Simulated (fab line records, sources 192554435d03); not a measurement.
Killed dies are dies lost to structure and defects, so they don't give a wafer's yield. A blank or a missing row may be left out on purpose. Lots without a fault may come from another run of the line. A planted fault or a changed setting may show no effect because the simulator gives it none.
A struck lot beside a sound one | flow n5_finfet | 36 steps out of a route of 1938
Sound: wafers L608.1, L608.3, L608.5. Struck: wafers L609.3, L609.4, L609.6. The cause comes at the end.
At each step with rows: each side's tool, then ch and its chambers, then its first start. Under that, the readings that differ: sound wafers | struck wafers | difference of the means | sigmas: that difference in standard deviations of wafers without a fault.
alike: readings whose means differ by less than 2 such deviations, and words and numbers that are the same on both sides. not compared: withheld readings, readings that some wafer has no value for, bounds like >300 that may hide the same value, and numbers for which the record gives no deviation and whose values overlap.
The two part at a step that has a row with sigmas, a row that says differs or no value, or rows on one side only. Numbers that don't overlap but have no deviation are shown without sigmas and don't part them. A reading that every wafer of one side lacks parts them only if that side has two wafers or more.

first, 9 steps without rows for these wafers: N5_WELL_APT_COAT_02 (resist thk 950 nm); N5_WELL_APT_EBR_04; N5_WELL_APT_SOFTBAKE_03 (time 60 s); N5_WELL_APT_EXPOSE_05 (exposes mask NWELL, defocus 0 nm, target cd 200 nm); N5_WELL_APT_PEB_06 (peb time 90 s); N5_WELL_APT_DEVELOP_07 (develop time 45 s); N5_WELL_APT_HARDBAKE_12 (time 120 s); N5_WELL_APT_DESCUM_13 (chemistry O2, time 7.9 s); N5_WELL_APT_IMPLANT_14.
N5_WELL_APT_IMPLANT_15:
  sound on implanter-02 ch 0, day 6 02:22; struck on implanter-01 ch 0, day 6 07:59
  reading                   | sound                | struck               | difference | sigmas
  beam_energy_keV           | 25.004 25.001 24.999 | 35.667 35.684 35.684 | +10.677    | +99 or more
  model.implant.rp_nm (nm)  | 19.2 19.2 19.2       | 24.5 24.5 24.5       | +5.3       |
  model.implant.drp_nm (nm) | 8.457 8.457 8.457    | 10.97 10.97 10.97    | +2.51      |
then, 25 steps without rows for these wafers: N5_WELL_APT_STRIP_16 (strips in SPM, time 900 s); N5_WELL_APT_HMDS_18 (time 60 s); N5_WELL_APT_COAT_19 (resist thk 950 nm); N5_WELL_APT_EBR_21; N5_WELL_APT_SOFTBAKE_20 (time 60 s); N5_WELL_APT_EXPOSE_22 (exposes mask PWELL, defocus 0 nm, target cd 200 nm); N5_WELL_APT_PEB_23 (peb time 90 s); N5_WELL_APT_DEVELOP_24 (develop time 45 s); N5_WELL_APT_HARDBAKE_29 (time 120 s); N5_WELL_APT_DESCUM_30 (chemistry O2, time 7.9 s); N5_WELL_APT_IMPLANT_31; N5_WELL_APT_IMPLANT_32; N5_WELL_APT_STRIP_33 (strips in SPM, time 900 s); N5_WELL_APT_RTA_34 (time 10 s); N5_WELL_APT_OXIDE_STRIP_42 (strips SiO2 in dHF, time 45 s, target depth 12 nm); N5_WELL_APT_PRECLEAN_36 (cleans in O3/DIW, time 45 s); N5_WELL_APT_PRECLEAN_39 (cleans in dHF, time 60 s); N5_WELL_APT_SRD_37 (time 30 s); N5_WELL_APT_EPI_41 (deposits Si from SiH4/H2, target thk 50 nm, time 297.7 s); N5_PMOS_HMC_CHANNEL_EPI_HM_DEP_34 (deposits SiO2 from TEOS/O2, target thk 36 nm, time 6.9 s); N5_PMOS_HMC_CHANNEL_EPI_COAT_31 (time 60 s, resist thk 66 nm); N5_PMOS_HMC_CHANNEL_EPI_COAT_03 (resist thk 205 nm); N5_PMOS_HMC_CHANNEL_EPI_EBR_05; N5_PMOS_HMC_CHANNEL_EPI_SOFTBAKE_04 (time 60 s); N5_PMOS_HMC_CHANNEL_EPI_EXPOSE_06 (exposes mask PMOS HMC BLK, target cd 240 nm).
-- the record jumps here: 6 days lie between the struck wafers' starts before and after (it left off in module PMOS_HMC_CHANNEL_EPI and takes up again in module BEOL_M4, whose first step shown is number 1111 of the route) --
N5_BEOL_M4_RC_MEAS_101:
  sound on prober-02 ch 0, day 12 13:20; struck on prober-02 ch 0, day 12 10:41
  reading        | sound          | struck         | difference | sigmas
  CJ_P           | 6.13 6.00 5.93 | 5.21 5.26 5.16 | -0.81      | -4
  IOFF_P (nA/um) | 0.25 0.19 0.23 | 0.25 0.29 0.35 | +0.07      | +2
  ION_N (uA/um)  | 674 649 680    | 679 698 709    | +28        | +3
  ION_P (uA/um)  | 458 454 468    | 477 485 495    | +26        | +3
  VT_P (mV)      | -246 -251 -248 | -244 -241 -239 | +7         | +2
  alike: DIBL_N, DIBL_P, IOFF_N, SS_N, SS_P, VT_N

WHERE THEY PART
First at N5_WELL_APT_IMPLANT_15; last, within this record, at N5_BEOL_M4_RC_MEAS_101.

WHY: what the simulator had put in
Process parameter drift: implanter-01, from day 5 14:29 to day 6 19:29, at N5_WELL_APT_IMPLANT_15. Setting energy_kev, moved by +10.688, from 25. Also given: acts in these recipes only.
